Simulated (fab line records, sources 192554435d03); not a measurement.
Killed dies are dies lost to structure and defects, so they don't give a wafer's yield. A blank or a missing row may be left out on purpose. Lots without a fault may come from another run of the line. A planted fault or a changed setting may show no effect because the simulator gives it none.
Chamber matching | flow n5_finfet | N5_BEOL_M6_STRIP_36 on rie_diel-04: 4 sister chambers
The step strips in N2/H2. 8 wafers are shown with their chamber, then 8 later ones without.

WAFERS WITH THEIR CHAMBER
wafer  | chamber | throttle_valve_pct (%) | showerhead_plenum_p_Torr (Torr)
L083.1 | 3       | 22.8                   | 2.71
L083.6 | 1       | 23.3                   | 2.59
L084.3 | 0       | 24.2                   | 2.70
L084.6 | 2       | 23.7                   | 2.66
L091.2 | 0       | 24.3                   | 2.69
L091.3 | 3       | 22.8                   | 2.70
L091.5 | 1       | 23.4                   | 2.58
L093.3 | 2       | 23.8                   | 2.65

WAFERS WITHOUT THEIR CHAMBER
wafer  | throttle_valve_pct (%) | showerhead_plenum_p_Torr (Torr)
L093.5 | 23.3                   | 2.58
L093.6 | 24.2                   | 2.69
L092.1 | 22.8                   | 2.70
L092.2 | 23.3                   | 2.58
L092.5 | 24.2                   | 2.69
L095.2 | 22.8                   | 2.70
L095.5 | 22.9                   | 2.70
L095.6 | 23.8                   | 2.65

WHICH CHAMBER EACH WENT THROUGH
wafer  | from the rows above | in truth
L093.5 | 1                   | 1
L093.6 | 0                   | 0
L092.1 | 3                   | 3
L092.2 | 1                   | 1
L092.5 | 0                   | 0
L095.2 | 3                   | 3
L095.5 | 3                   | 3
L095.6 | 2                   | 2
Placed correctly: 8 of 8. Can't be placed from these rows: 0. Placed wrongly: 0.
How it was worked out, from the rows above alone: a wafer's distance from a chamber is the root of the sum, over the readings, of the square of ((its reading less the chamber's mean) divided by the reading's scatter). The wafer belongs to the nearest chamber; if the next one is less than 2 further off, it can't be placed. A chamber's mean is the mean of its shown wafers. The scatter: the root of (the sum of the squares of (reading less its chamber's mean) over the shown wafers, divided by (wafers less chambers)).
